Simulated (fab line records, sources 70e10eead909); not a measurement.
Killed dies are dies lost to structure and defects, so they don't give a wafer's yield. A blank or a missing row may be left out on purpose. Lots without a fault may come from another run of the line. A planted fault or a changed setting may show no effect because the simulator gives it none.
A struck lot beside a sound one | flow nand_harc | 13 steps out of a route of 1302
Sound: wafers L214.1, L214.4, L214.6. Struck: wafer L222.4. (L222.3, L222.6 of the same lot were not struck and are left out.) The cause comes at the end.
At each step with rows: each side's tool, then ch and its chambers, then its first start. Under that, the readings that differ: sound wafers | struck wafers | difference of the means | sigmas: that difference in standard deviations of wafers without a fault.
alike: readings whose means differ by less than 2 such deviations, and words and numbers that are the same on both sides. not compared: withheld readings, readings that some wafer has no value for, bounds like >300 that may hide the same value, and numbers for which the record gives no deviation and whose values overlap.
The two part at a step that has a row with sigmas, a row that says differs or no value, or rows on one side only. Numbers that don't overlap but have no deviation are shown without sigmas and don't part them. A reading that every wafer of one side lacks parts them only if that side has two wafers or more.

first, 1 step without rows for these wafers: NHARC_A_BONDPAD_DEGAS_25 (time 60 s).
NHARC_A_BONDPAD_PRE_CLEAN_26: time 30 s.
  sound on pvd_sputter-01; struck on pvd_sputter-03
  alike: heater_power_w
NHARC_A_BONDPAD_PVD_17: deposits TaN, target thk 5 nm, time 8.06 s.
  sound on pvd_sputter-01; struck on pvd_sputter-03
  alike: cathode_dc_power_W, throttle_valve_pct
NHARC_A_BONDPAD_PVD_27: deposits Cu, target thk 30 nm, time 20.49 s.
  sound on pvd_sputter-01; struck on pvd_sputter-03
  reading                | sound          | struck | difference | sigmas
  throttle_valve_pct (%) | 31.9 30.6 31.9 | 28.7   | -2.8       | -2
  alike: cathode_dc_power_W
then, 1 step without rows for these wafers: NHARC_A_BONDPAD_ECD_18 (material Cu, target thk 400 nm).
NHARC_A_BONDPAD_ANNEAL_28: time 90 s.
  sound on rtp_anneal-02 ch 0, day 26 10:05; struck on rtp_anneal-02 ch 0, day 28 23:35
  reading          | sound                | struck | difference | sigmas
  wafer_temp_C_max | 225.36 225.32 225.34 | 225.87 | +0.53      | +3
NHARC_A_BONDPAD_CMP_19: polishes, t overpolish 30 s, cu recess touch 16 s, target thk 169.82 nm.
  sound on cmp-04 ch 2,3, day 26 10:28; struck on cmp-02 ch 0, day 28 23:49
  alike: edge_zone_pressure_frac, motor_current_A, overpolish_run_s
NHARC_A_BONDPAD_THK_MEAS_20: measures by xrf.
  sound on film_metro-01, day 26 10:46; struck on film_metro-01, day 29 00:10
  alike: thk_nm
then, 1 step without rows for these wafers: NHARC_A_BONDPAD_SRD_21 (time 30 s, dry time 20 s).
NHARC_A_BONDPAD_INSPECT_23:
  sound on defect_inspect-01, day 26 10:59; struck on defect_inspect-01, day 29 00:22
  alike: raw_defect_count
NHARC_HYBRID_BOND_ACTIVATE_00: chemistry N2, time 60 s.
  sound on rie_diel-09 ch 0,1, day 26 11:02; struck on rie_diel-09 ch 3, day 29 00:25
  reading                         | sound             | struck | difference | sigmas
  oes_product_au (a.u.)           | 1.000 1.006 1.000 | 0.988  | -0.014     | -2
  run_length_s (s)                | 81.4 81.5 81.6    | 79.2   | -2.3       | -7
  showerhead_plenum_p_Torr (Torr) | 1.75 1.64 1.64    | 1.89   | +0.21      | +3
  alike: drypump_motor_current_A, rf_vpp_V
  not compared: rf_hours_counter_h
then, 1 step without rows for these wafers: NHARC_HYBRID_BOND_PRECLEAN_01 (cleans in DIW, time 300 s).
NHARC_END_SORT_01:
  the record has rows for the struck wafers here (prober-01 ch 0, day 30 02:46) and none for the sound ones

WHERE THEY PART
First at NHARC_A_BONDPAD_PVD_27; last, within this record, at NHARC_END_SORT_01.

WHY: what the simulator had put in
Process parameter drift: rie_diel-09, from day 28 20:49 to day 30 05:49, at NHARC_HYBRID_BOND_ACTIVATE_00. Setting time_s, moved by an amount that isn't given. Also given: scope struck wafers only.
